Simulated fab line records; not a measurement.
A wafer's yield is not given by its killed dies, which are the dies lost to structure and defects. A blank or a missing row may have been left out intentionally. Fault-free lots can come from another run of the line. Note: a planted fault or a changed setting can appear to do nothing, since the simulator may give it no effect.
fab line records ; flow nandHarc ; part 1 of 2: steps 1 to 4 of 6
[record] lots = 18; wafers = 54; lastDay = 35
route steps=1302 shown A_STAIRCASE@736 A_SGD_CUT@905
lots that met no fault: from a run of the same line without faults
startH: start of the lot's first displayed wafer, in hours after the record's first day ; waitH: time in hours since the lot's previous step ; " same as the row above ; L1.1+2: a single row standing in for several wafers ; - no value, or no start was given ; * or withheld: withheld ; < > ~ a bound
route shown NAME@n: NAME is a module with steps in the file, n the number in the route of the first one ; usual: the fault-free wafers' mean and standard deviation ; same: alike in all rows ; chamber/n: place in a boat ; sites: readings site by site ; _std_site: standard deviation across them ; _edge_site: outer sites' mean less inner sites' ; radiusMm: for every site, how far away it sits from the centre of the wafer ; mask NAME#n: copy n ; behind: the tool/chamber that last shaped the wafer ; hold: cause of the lot's hold/its duration in hours/its outcome ; device: names the non-switching transistor (n, p or np) ; end of line: at the end of the route, the tests of the same wafers ; a step without rows: its recipe alone ; killed: the dies lost at the first sort to structure and to defects; this is not the yield of the wafer ; map: per-die view of a wafer (x killed, . not killed, _ where there is no die)
set.NAME: the setting as run; set.NAME@STEP: as run at that earlier step ; model.NAME: the simulator's own value behind a step, which no gauge read
steps of the route over a sample of lots; a table a step, a row a wafer
services: a tool's chamber out of use, with start hour (startH, from the record's first day; less than 0 if before it), hours out, and reason
[[steps]]
[step NHARC_A_STAIRCASE_TRIM_222]
[recipe] timeS = 211.2; o2FlowSccm = 500; arFlowSccm = 0; biasW = 0; chemistry = O2
[usual] drypumpMotorCurrentA = 5.8/0.5; oesProductAu = 1.002/0.007; rfVppV = 57.7/0.85; showerheadPlenumPTorr = 3.47/0.13; throttleValvePct = 17.038/0.0094
[same] biasW = 0
lot.wafer;tool;chamber;startH;waitH;drypumpMotorCurrentA;oesProductAu;rfHoursCounterH;rfVppV;showerheadPlenumPTorr;throttleValvePct
L074.2;rieDiel-07;0;-;-;6.5;1.008;28;58.2;3.73;17.038
L074.3;rieDiel-07;3;-;-;6.1;1.016;25;57.3;3.41;17.032
L074.6;rieDiel-07;1;-;-;5.7;1.007;-;59.5;3.46;17.026
L077.3;rieDiel-10;2;-;-;5.9;1.007;40;57.4;3.33;17.037
L077.6;rieDiel-10;0;-;-;6.3;1.000;-;57.8;3.54;17.040
L077.4;rieDiel-10;1;-;-;5.2;1.005;-;58.6;3.42;17.022
L076.1;rieDiel-07;0;-;-;6.5;1.006;35;57.6;3.72;17.036
L076.4;rieDiel-07;1;-;-;5.7;1.005;36;57.9;3.46;17.041
L076.3;rieDiel-07;2;-;-;5.9;0.995;34;58.1;3.49;17.011
L078.4;rieDiel-10;1;-;-;5.2;1.006;48;59.2;3.41;17.031
L078.1;rieDiel-10;0;-;-;6.3;1.001;48;57.5;3.53;17.032
L078.6;rieDiel-10;1;-;-;5.2;0.999;-;56.2;3.41;17.037
L079.4;rieDiel-04;2;-;-;5.8;1.002;11;58.2;3.45;17.033
L079.1;rieDiel-04;3;-;-;6.2;1.000;15;58.9;3.60;17.041
L079.2;rieDiel-04;1;-;-;5.0;1.016;13;56.6;3.31;17.033
L080.4;rieDiel-10;3;-;-;5.6;0.995;33;58.0;3.40;17.043
L080.5;rieDiel-10;0;-;-;6.3;1.001;-;59.6;3.53;17.047
L080.6;rieDiel-10;1;-;-;5.2;0.994;-;56.9;3.41;17.038
L082.2;rieDiel-07;1;-;-;5.7;1.012;49;57.6;3.45;17.042
L082.1;rieDiel-07;0;-;-;6.5;1.010;50;55.9;3.71;17.035
L082.4;rieDiel-07;2;-;-;5.9;1.007;-;59.1;3.49;17.034
L081.2;rieDiel-10;2;-;-;6.0;1.000;1;57.1;3.33;17.032
L081.6;rieDiel-10;0;-;-;6.4;1.012;-;57.1;3.53;17.038
L081.5;rieDiel-10;1;-;-;5.2;0.999;-;57.4;3.41;17.026
L083.4;rieDiel-04;2;-;-;5.8;0.997;23;57.7;3.44;17.046
L083.2;rieDiel-04;3;-;-;6.2;0.998;28;57.6;3.59;17.058
L083.3;rieDiel-04;0;-;-;4.6;0.992;30;58.5;3.76;17.051
L085.3;rieDiel-04;3;-;-;6.2;1.000;37;57.9;3.59;17.040
L085.2;rieDiel-04;1;-;-;5.0;1.001;39;57.8;3.30;17.040
L085.6;rieDiel-04;2;-;-;5.8;1.002;-;58.0;3.44;17.042
L086.3;rieDiel-04;2;-;-;5.8;1.006;38;58.2;3.43;17.030
L086.4;rieDiel-04;3;-;-;6.2;0.992;38;57.8;3.59;17.035
L086.5;rieDiel-04;2;-;-;5.8;1.007;-;57.6;3.43;17.034
L089.1;rieDiel-10;2;-;-;6.0;0.995;17;57.5;3.32;17.048
L089.3;rieDiel-10;0;-;-;6.3;0.999;24;58.9;3.52;17.036
L089.2;rieDiel-10;1;-;-;5.2;0.993;23;56.9;3.40;17.036
L088.4;rieDiel-07;3;-;-;6.2;1.013;7;58.2;3.39;17.032
L088.1;rieDiel-07;2;-;-;5.9;1.006;7;57.2;3.47;17.033
L088.5;rieDiel-07;3;-;-;6.2;1.009;-;59.6;3.39;17.040
L092.3;rieDiel-07;0;-;-;6.5;0.995;18;59.4;3.70;17.036
L092.1;rieDiel-07;1;-;-;5.7;0.999;15;57.5;3.44;17.035
L092.6;rieDiel-07;3;-;-;6.1;0.997;-;57.4;3.38;17.033
L093.3;rieDiel-04;0;-;-;4.7;1.010;4;59.0;3.74;17.047
L093.6;rieDiel-04;0;-;-;4.6;1.005;-;56.0;3.74;17.034
L093.5;rieDiel-04;1;-;-;5.0;1.001;-;56.7;3.29;17.048
L096.1;rieDiel-10;0;-;-;6.3;1.001;48;59.5;3.51;17.039
L096.3;rieDiel-10;2;-;-;5.9;1.006;48;57.8;3.30;17.036
L096.2;rieDiel-10;3;-;-;5.6;1.004;43;57.9;3.38;17.039
L095.2;rieDiel-10;2;-;-;6.0;0.992;50;57.2;3.30;17.035
L095.1;rieDiel-10;0;-;-;6.3;1.000;50;57.0;3.50;17.031
L095.5;rieDiel-10;2;-;-;6.0;0.997;-;57.9;3.30;17.027
L097.3;rieDiel-04;2;-;-;5.8;1.005;20;57.4;3.41;17.026
L097.2;rieDiel-04;0;-;-;4.6;0.998;17;58.5;3.73;17.047
L097.5;rieDiel-04;2;-;-;5.8;0.993;-;58.2;3.41;17.032
[step NHARC_A_STAIRCASE_ETCH_236]
[recipe] targetDepthA = 1000; timeS = 40.5; ionEnergyEv = 400; c4f8FlowSccm = 20; o2FlowSccm = 10; arFlowSccm = withheld; rfW = 600; biasW = 1000; chemistry = C4F8/O2
[usual] biasW = 1000.2/2.9; oesProductAu = 0.946/0.0078; rfFwdPowerW = 592/3.3; rfVppV = 894/5
lot.wafer;tool;chamber;startH;waitH;biasW;oesProductAu;rfFwdPowerW;rfHoursCounterH;rfVppV
L074.3;rieDiel-04;0;-;-;998.2;0.958;588;0;905
L074.2;rieDiel-04;1;-;-;1001.5;0.950;596;0;888
L074.6;rieDiel-04;0;-;-;997.0;0.958;590;-;904
L077.4;rieDiel-04;2;-;-;1000.1;0.940;592;8;894
L077.3;rieDiel-04;3;-;-;1001.2;0.940;591;10;897
L077.6;rieDiel-04;3;-;-;1003.2;0.945;590;-;900
L076.3;rieDiel-10;0;-;-;1001.2;0.952;593;43;897
L076.4;rieDiel-10;1;-;-;1001.8;0.953;588;45;890
L076.1;rieDiel-10;2;-;-;1007.6;0.954;595;40;888
L078.4;rieDiel-10;0;-;-;997.4;0.948;598;49;896
L078.1;rieDiel-10;2;-;-;1001.1;0.941;595;44;889
L078.6;rieDiel-10;0;-;-;996.7;0.954;596;-;896
L079.2;rieDiel-10;2;-;-;997.9;0.942;596;44;889
L079.1;rieDiel-10;3;-;-;1001.8;0.935;592;28;891
L079.4;rieDiel-10;1;-;-;999.5;0.935;594;49;890
L080.4;rieDiel-10;3;-;-;1004.5;0.953;595;34;892
L080.5;rieDiel-10;2;-;-;993.6;0.938;591;-;889
L080.6;rieDiel-10;3;-;-;1002.4;0.947;594;-;891
L082.2;rieDiel-04;3;-;-;1000.5;0.944;590;22;898
L082.1;rieDiel-04;1;-;-;1000.4;0.938;594;18;889
L082.4;rieDiel-04;2;-;-;998.7;0.942;593;18;893
L081.2;rieDiel-04;1;-;-;999.5;0.938;595;20;887
L081.5;rieDiel-04;2;-;-;999.3;0.940;594;-;893
L081.6;rieDiel-04;3;-;-;1000.2;0.941;590;-;898
L083.3;rieDiel-04;1;-;-;1004.0;0.951;596;26;886
L083.2;rieDiel-04;2;-;-;995.1;0.951;593;24;893
L083.4;rieDiel-04;3;-;-;1002.1;0.942;591;28;898
L085.2;rieDiel-10;2;-;-;998.5;0.955;593;10;887
L085.3;rieDiel-10;0;-;-;1005.1;0.933;595;14;896
L085.6;rieDiel-10;2;-;-;1001.2;0.969;591;-;890
L086.3;rieDiel-04;3;-;-;1003.4;0.951;592;39;900
L086.4;rieDiel-04;0;-;-;997.6;0.929;587;41;904
L086.5;rieDiel-04;3;-;-;1004.8;0.952;591;-;899
L089.2;rieDiel-10;1;-;-;997.8;0.931;593;24;891
L089.1;rieDiel-10;3;-;-;998.2;0.953;596;16;890
L089.3;rieDiel-10;0;-;-;992.5;0.956;593;24;895
L088.4;rieDiel-07;0;-;-;998.8;0.937;591;7;902
L088.1;rieDiel-07;1;-;-;1000.4;0.949;595;7;892
L088.5;rieDiel-07;0;-;-;996.0;0.941;591;-;902
L092.3;rieDiel-07;0;-;-;996.8;0.961;590;19;902
L092.1;rieDiel-07;1;-;-;1000.1;0.940;597;16;893
L092.6;rieDiel-07;3;-;-;1002.7;0.953;590;-;890
L093.3;rieDiel-04;0;-;-;999.6;0.951;592;5;902
L093.5;rieDiel-04;3;-;-;999.0;0.940;594;-;899
L093.6;rieDiel-04;0;-;-;998.2;0.940;589;-;902
L096.3;rieDiel-04;2;-;-;999.0;0.942;595;12;891
L096.2;rieDiel-04;0;-;-;998.8;0.934;586;12;903
L096.1;rieDiel-04;1;-;-;1002.3;0.942;595;13;888
L095.1;rieDiel-07;1;-;-;998.9;0.950;597;27;893
L095.2;rieDiel-07;3;-;-;1000.6;0.957;587;34;889
L095.5;rieDiel-07;0;-;-;1000.4;0.961;589;-;901
L097.3;rieDiel-07;2;-;-;1000.1;0.945;588;38;892
L097.2;rieDiel-07;0;-;-;999.1;0.945;588;35;902
L097.5;rieDiel-07;2;-;-;1002.2;0.943;583;-;893
[step NHARC_A_STAIRCASE_ETCH_451]
[recipe] targetDepthA = 300; overetchA = 30; timeS = 16.5; ionEnergyEv = 100; cf4FlowSccm = 80; o2FlowSccm = 20; arFlowSccm = 0; rfW = 300; biasW = 100; chemistry = CF4/O2
[usual] biasW = 100.0/0.31; drypumpMotorCurrentA = 5.7/0.54; oesProductAu = 1.000/0.0068; rfFwdPowerW = 294.2/1.7; rfVppV = 197.4/1.4; showerheadPlenumPTorr = 1.31/0.054; throttleValvePct = 13.397/0.0094
lot.wafer;tool;chamber;startH;waitH;biasW;drypumpMotorCurrentA;oesProductAu;rfFwdPowerW;rfHoursCounterH;rfVppV;showerheadPlenumPTorr;throttleValvePct
L074.2;rieDiel-04;1;-;-;99.9;4.9;1.000;298.2;2;196.2;1.25;13.386
L074.3;rieDiel-04;2;-;-;99.4;5.7;1.003;295.0;2;196.9;1.31;13.413
L074.6;rieDiel-04;0;-;-;100.2;4.6;1.001;292.3;-;199.7;1.43;13.381
L077.3;rieDiel-04;0;-;-;100.1;4.6;1.006;292.5;14;199.0;1.43;13.405
L077.4;rieDiel-04;3;-;-;100.2;6.2;0.994;293.0;13;199.1;1.36;13.402
L077.6;rieDiel-04;0;-;-;100.1;4.6;1.008;292.6;-;199.1;1.43;13.376
L076.1;rieDiel-07;0;-;-;100.2;6.5;0.999;294.0;40;200.0;1.41;13.398
L076.4;rieDiel-07;1;-;-;99.6;5.7;0.999;296.5;41;198.0;1.31;13.403
L076.3;rieDiel-07;2;-;-;100.3;5.9;0.987;293.7;39;197.6;1.32;13.408
L078.4;rieDiel-04;1;-;-;100.5;4.9;0.988;294.0;14;195.4;1.25;13.405
L078.1;rieDiel-04;2;-;-;100.2;5.8;0.989;294.6;13;196.6;1.30;13.394
L078.6;rieDiel-04;0;-;-;100.4;4.6;0.991;292.2;-;198.7;1.43;13.394
L079.1;rieDiel-07;0;-;-;100.0;6.5;0.994;291.5;43;199.6;1.41;13.393
L079.2;rieDiel-07;2;-;-;100.1;5.9;1.001;292.9;42;196.4;1.32;13.381
L079.4;rieDiel-07;2;-;-;100.3;5.9;0.995;292.9;-;197.7;1.32;13.382
L080.6;rieDiel-07;2;-;-;99.7;5.9;0.994;292.7;-;197.1;1.32;13.400
L080.4;rieDiel-07;0;-;-;100.2;6.4;1.000;292.7;-;201.5;1.41;13.389
L080.5;rieDiel-07;1;-;-;100.2;5.7;1.006;294.7;-;197.7;1.30;13.395
L082.1;rieDiel-07;3;-;-;99.7;6.0;0.996;291.9;50;197.5;1.28;13.397
L082.2;rieDiel-07;1;-;-;99.5;5.7;1.007;295.1;52;197.3;1.30;13.399
L082.4;rieDiel-07;2;-;-;100.2;5.9;1.001;292.9;53;198.3;1.32;13.409
L081.2;rieDiel-07;2;-;-;100.4;5.9;0.990;292.9;56;197.2;1.32;13.394
L081.6;rieDiel-07;1;-;-;100.4;5.7;1.000;294.9;-;197.1;1.30;13.389
L081.5;rieDiel-07;3;-;-;100.3;6.1;1.002;291.9;-;196.6;1.28;13.401
L083.4;rieDiel-10;0;-;-;100.1;6.3;0.993;295.1;9;197.7;1.33;13.408
L083.3;rieDiel-10;2;-;-;99.7;6.0;1.004;295.4;7;196.1;1.25;13.401
L083.2;rieDiel-10;3;-;-;100.3;5.5;1.000;294.1;7;196.1;1.28;13.405
L085.3;rieDiel-07;0;-;-;100.0;6.5;1.001;292.4;0;200.2;1.41;13.390
L085.2;rieDiel-07;1;-;-;99.6;5.7;0.991;296.9;0;196.1;1.30;13.393
L085.6;rieDiel-07;0;-;-;100.1;6.5;1.001;291.2;-;199.2;1.41;13.393
L086.4;rieDiel-04;2;-;-;99.9;5.8;1.025;296.5;39;195.8;1.30;13.408
L086.3;rieDiel-04;0;-;-;100.3;4.6;1.000;291.9;42;200.9;1.42;13.393
L086.5;rieDiel-04;3;-;-;99.8;6.2;1.006;291.9;-;198.0;1.36;13.412
L089.2;rieDiel-04;0;-;-;100.2;4.6;1.000;292.5;51;201.3;1.42;13.388
L089.1;rieDiel-04;1;-;-;99.7;4.9;0.990;295.5;48;196.6;1.24;13.405
L089.3;rieDiel-04;3;-;-;99.9;6.1;0.994;292.9;52;197.9;1.35;13.392
L088.1;rieDiel-10;3;-;-;100.1;5.5;0.995;295.4;18;196.6;1.28;13.385
L088.4;rieDiel-10;2;-;-;100.0;5.9;1.006;295.8;19;196.7;1.25;13.408
L088.5;rieDiel-10;3;-;-;100.3;5.5;1.006;293.9;-;197.3;1.28;13.384
L092.1;rieDiel-10;1;-;-;100.1;5.2;1.002;292.9;40;196.4;1.28;13.393
L092.3;rieDiel-10;3;-;-;100.2;5.6;0.998;294.9;32;196.7;1.28;13.386
L092.6;rieDiel-10;2;-;-;99.8;5.9;0.997;295.4;-;196.6;1.25;13.404
L093.3;rieDiel-07;3;-;-;100.2;6.1;1.012;292.2;25;196.3;1.28;13.382
L093.5;rieDiel-07;2;-;-;100.1;5.9;0.987;292.9;-;197.2;1.31;13.376
L093.6;rieDiel-07;1;-;-;99.7;5.7;1.012;297.3;-;198.6;1.30;13.398
L096.3;rieDiel-04;1;-;-;99.6;4.9;1.003;295.9;13;196.5;1.24;13.396
L096.1;rieDiel-04;2;-;-;100.2;5.8;0.996;295.2;13;197.0;1.29;13.393
L096.2;rieDiel-04;3;-;-;99.4;6.2;0.999;294.0;12;198.0;1.35;13.409
L095.1;rieDiel-07;2;-;-;99.8;5.9;0.996;292.6;31;198.2;1.31;13.412
L095.2;rieDiel-07;1;-;-;99.9;5.7;0.994;296.3;28;197.5;1.30;13.402
L095.5;rieDiel-07;2;-;-;100.0;5.8;0.995;293.5;-;197.8;1.31;13.390
L097.3;rieDiel-04;1;-;-;99.9;4.9;0.999;296.5;25;194.4;1.24;13.401
L097.2;rieDiel-04;3;-;-;99.8;6.2;0.990;292.3;25;197.7;1.35;13.393
L097.5;rieDiel-04;2;-;-;100.2;5.8;1.000;295.3;-;197.3;1.29;13.418
[step NHARC_A_STAIRCASE_ETCH_313]
[recipe] cf4FlowSccm = 100; chf3FlowSccm = 30; arFlowSccm = 0; rfW = 500; biasW = 200; chemistry = CF4/CHF3
[usual] biasW = 200.0/0.55; drypumpMotorCurrentA = 5.8/0.5; oesProductAu = 0.936/0.019; rfFwdPowerW = 496.6/1.8; rfVppV = 369.9/2.2; showerheadPlenumPTorr = 1.55/0.06; throttleValvePct = 16.803/0.009
lot.wafer;tool;chamber;startH;waitH;biasW;drypumpMotorCurrentA;oesProductAu;rfFwdPowerW;rfHoursCounterH;rfVppV;showerheadPlenumPTorr;throttleValvePct
L074.3;rieDiel-07;3;390.50;0.1;199.7;6.1;0.930;494.4;34;367.7;1.52;16.802
L074.2;rieDiel-07;1;390.50;0.1;200.9;5.7;0.933;498.1;36;369.4;1.54;16.801
L074.6;rieDiel-07;3;390.50;0.1;199.8;6.1;0.944;496.5;-;370.0;1.52;16.809
L077.4;rieDiel-04;2;411.07;0.1;200.0;5.8;0.933;498.8;14;371.0;1.54;16.811
L077.3;rieDiel-04;3;411.07;0.1;199.6;6.2;0.928;496.9;18;372.1;1.60;16.792
L077.6;rieDiel-04;3;411.07;0.1;199.5;6.2;0.931;496.0;-;370.4;1.61;16.807
L076.3;rieDiel-10;2;411.62;0.1;199.9;5.9;0.929;499.0;49;367.2;1.48;16.812
L076.1;rieDiel-10;0;411.62;0.1;199.6;6.2;0.935;497.1;51;370.8;1.58;16.801
L076.4;rieDiel-10;1;411.62;0.1;199.9;5.2;0.928;496.7;51;368.7;1.52;16.816
L078.4;rieDiel-04;0;419.54;0.1;199.7;4.6;0.914;493.9;20;375.2;1.68;16.807
L078.1;rieDiel-04;1;419.54;0.1;199.2;4.9;0.914;498.4;16;365.0;1.48;16.799
L078.6;rieDiel-04;3;419.54;0.1;200.0;6.1;0.927;498.8;-;371.1;1.60;16.810
L079.1;rieDiel-07;2;422.33;0.1;201.0;5.9;0.922;495.5;47;369.8;1.55;16.804
L079.2;rieDiel-07;0;422.33;0.1;200.2;6.5;0.934;497.1;48;373.7;1.66;16.805
L079.4;rieDiel-07;2;422.33;0.1;200.5;5.9;0.933;494.1;-;369.1;1.56;16.795
L080.4;rieDiel-10;2;439.81;0.1;199.8;5.9;0.975;494.6;2;366.1;1.48;16.795
L080.6;rieDiel-10;1;439.81;0.1;200.6;5.1;0.979;494.6;-;369.7;1.52;16.807
L080.5;rieDiel-10;2;439.81;0.1;200.6;5.9;0.981;497.4;-;368.0;1.48;16.820
L082.2;rieDiel-07;0;451.32;0.1;200.1;6.5;0.930;495.4;58;372.7;1.66;16.795
L082.4;rieDiel-07;1;451.32;0.1;199.6;5.7;0.924;494.9;56;368.2;1.54;16.803
L082.1;rieDiel-07;3;451.32;0.1;199.1;6.2;0.925;492.8;56;368.0;1.51;16.798
L081.2;rieDiel-07;3;461.96;0.1;200.7;6.1;0.929;495.1;62;367.5;1.51;16.809
L081.6;rieDiel-07;0;461.96;0.1;199.6;6.5;0.927;496.7;-;373.3;1.65;16.798
L081.5;rieDiel-07;1;461.96;0.1;200.0;5.7;0.936;500.6;-;369.5;1.54;16.816
L083.2;rieDiel-10;3;475.79;0.1;200.0;5.6;0.923;496.1;12;368.1;1.51;16.812
L083.4;rieDiel-10;0;475.79;0.1;199.9;6.3;0.923;499.3;15;370.3;1.57;16.801
L083.3;rieDiel-10;1;475.79;0.1;200.0;5.1;0.921;499.4;14;366.3;1.52;16.789
L085.2;rieDiel-10;0;493.66;0.1;200.2;6.3;0.939;500.4;21;372.2;1.57;16.799
L085.3;rieDiel-10;3;493.66;0.1;199.4;5.6;0.931;495.6;15;367.4;1.51;16.812
L085.6;rieDiel-10;0;493.66;0.1;200.3;6.3;0.923;500.1;-;371.7;1.57;16.808
L086.3;rieDiel-07;2;496.08;0.1;200.2;5.9;0.967;494.3;3;370.1;1.55;16.803
L086.4;rieDiel-07;3;496.08;0.1;200.4;6.1;0.958;496.6;3;368.5;1.51;16.813
L086.5;rieDiel-07;1;496.08;0.1;200.2;5.7;0.979;497.0;-;368.3;1.53;16.801
L089.3;rieDiel-07;1;529.29;0.6;200.4;5.7;0.926;497.8;11;369.9;1.53;16.804
L089.1;rieDiel-07;2;529.29;0.6;200.1;5.9;0.930;494.3;13;370.0;1.55;16.813
L089.2;rieDiel-07;3;529.29;0.6;200.7;6.1;0.938;491.9;13;369.2;1.51;16.799
L088.1;rieDiel-07;2;530.56;0.1;200.0;5.9;0.907;495.1;13;368.5;1.55;16.811
L088.4;rieDiel-07;1;530.56;0.1;200.4;5.7;0.925;497.7;12;368.2;1.53;16.819
L088.5;rieDiel-07;3;530.56;0.1;199.2;6.1;0.930;496.5;-;367.6;1.51;16.802
L092.3;rieDiel-07;3;558.21;0.1;200.4;6.1;0.921;494.8;24;367.8;1.51;16.813
L092.1;rieDiel-07;0;558.21;0.1;199.6;6.4;0.935;497.0;21;373.9;1.65;16.806
L092.6;rieDiel-07;2;558.21;0.1;200.2;5.9;0.924;494.8;-;370.0;1.55;16.806
L093.3;rieDiel-04;1;579.71;0.1;201.1;4.9;0.930;499.1;13;366.8;1.46;16.784
L093.6;rieDiel-04;3;579.71;0.1;200.7;6.2;0.928;500.0;-;373.4;1.59;16.804
L093.5;rieDiel-04;0;579.71;0.1;199.9;4.7;0.935;493.8;-;374.3;1.67;16.797
L096.1;rieDiel-04;1;598.19;0.1;200.3;4.9;0.930;497.6;17;367.3;1.46;16.809
L096.3;rieDiel-04;2;598.19;0.1;200.1;5.8;0.922;497.1;20;368.8;1.52;16.828
L096.2;rieDiel-04;3;598.19;0.1;200.3;6.2;0.926;496.1;19;371.0;1.59;16.800
L095.1;rieDiel-10;1;608.94;0.1;199.9;5.1;0.977;497.4;1;368.3;1.51;16.813
L095.2;rieDiel-10;3;608.94;0.1;201.1;5.5;0.967;497.5;1;368.7;1.50;16.809
L095.5;rieDiel-10;1;608.94;0.1;199.5;5.2;0.980;496.8;-;368.5;1.51;16.785
L097.2;rieDiel-07;0;628.35;0.1;200.4;6.5;0.928;497.2;44;374.9;1.64;16.801
L097.3;rieDiel-07;2;628.35;0.1;198.9;5.9;0.921;497.1;45;370.0;1.54;16.819
L097.5;rieDiel-07;0;628.35;0.1;199.5;6.5;0.926;494.9;-;372.2;1.64;16.801
